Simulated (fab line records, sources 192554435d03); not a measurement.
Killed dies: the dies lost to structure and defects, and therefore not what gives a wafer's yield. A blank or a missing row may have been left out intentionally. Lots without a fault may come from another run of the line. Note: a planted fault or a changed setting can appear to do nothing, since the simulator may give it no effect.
Lot-split experiment    flow n5_finfet    7 lots, 21 wafers read, on a route of 1938 steps

== ABOUT THE SPLIT ==
At N5_BEOL_M2_COAT_05 (resist thk 30 nm), the setting spin_rpm was moved away from the recipe's 1500 rpm on 3 of the 21 wafers read, by +8.2% to +9.3%. For the rest of the wafers, this setting stayed at what the recipe calls for.

Reading taken at the split's own step.

== THE READING ==
CAR-EUV_of_BEOL_M2_COAT_05.thk_nm (the simulator's own value, which no gauge read), in nm, at N5_BEOL_M2_COAT_05 (resist thk 30 nm). No usual value for it is given in the file. Here, 18 wafers ran the recipe; their average is 30.0 nm with a standard deviation of 0.14 nm.

wafer   tool, chamber at the split  spin_rpm as run, rpm  against the recipe  CAR-EUV_of_BEOL_M2_COAT_05.thk_nm, nm  against lot-mates on the recipe
L076.1  litho_track-02, 0           1500                  recipe              30.2                                   -
L076.4  litho_track-02, 0           1500                  recipe              30.2                                   -
L076.5  litho_track-02, 0           1500                  recipe              30.2                                   -
L084.1  litho_track-03, 0           1500                  recipe              30                                     -
L084.4  litho_track-03, 0           1500                  recipe              30                                     -
L084.5  litho_track-03, 0           1500                  recipe              30                                     -
L085.1  litho_track-02, 0           1500                  recipe              30                                     -
L085.5  litho_track-02, 0           1500                  recipe              30                                     -
L085.3  litho_track-02, 0           1500                  recipe              29.8                                   -
L086.2  litho_track-01, 0           1500                  recipe              29.8                                   -
L086.4  litho_track-01, 0           1500                  recipe              29.8                                   -
L086.5  litho_track-01, 0           1500                  recipe              29.8                                   -
L088.1  litho_track-03, 0           1639                  +9.3%               28.6                                   -1.2
L088.4  litho_track-03, 0           1639                  +9.3%               28.8                                   -1.0
L088.6  litho_track-03, 0           1500                  recipe              29.8                                   -
L089.2  litho_track-01, 0           1500                  recipe              29.8                                   -
L089.6  litho_track-01, 0           1500                  recipe              29.8                                   -
L089.3  litho_track-01, 0           1500                  recipe              30                                     -
L091.1  litho_track-03, 0           1500                  recipe              30                                     -
L091.6  litho_track-03, 0           1500                  recipe              30                                     -
L091.4  litho_track-03, 0           1623                  +8.2%               28.8                                   -1.2

FIT RESULTS
A straight line over all 21 wafers: CAR-EUV_of_BEOL_M2_COAT_05.thk_nm changes by -0.137 nm for each +1% of spin_rpm; r = -0.95; the points scatter about the line by 0.14 nm.
The same after taking each lot's own level away (the mean of its wafers on the recipe; 21 wafers): -0.126 nm for each +1%; r = -0.98; scatter 0.076 nm.
According to that fit, moving spin_rpm by its largest amount changes the reading by 1.2 nm.
Measured against the standard deviation above, the lots' own levels, which go from 29.80 to 30.20 nm, span 2.8 times it.
So the lot-to-lot level changes the slope little: the two slopes agree.
Check: -1.16 nm against its lot-mates is what the line predicts for one of the wafers moved furthest among these (+9.3%) when that wafer is left out of the fit. Against them it came out at -1.2 nm.

== OTHER SPLITS APPLIED TO THESE WAFERS ==
Note: prior to the reading, these wafers also went through further splits. Each is held against what the fit with the lots' levels taken away leaves over:
other split on the same wafers             wafers away from the commonest value  r with CAR-EUV_of_BEOL_M2_COAT_05.thk_nm (lot level and that fit taken away)
N5_BEOL_M0_SAQP_SPACER1_ALD_98 ald_cycles  7                                     +0.33
N5_BEOL_M0_CUTY_ETCH_63 time_s             6                                     -0.16
N5_BEOL_M0_ETCH_138 source_w               7                                     +0.12

== THE FILE'S OWN FIT ==
CAR-EUV_of_BEOL_M2_COAT_05.thk_nm changes by -0.131 nm for each +1% of spin_rpm, r = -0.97.
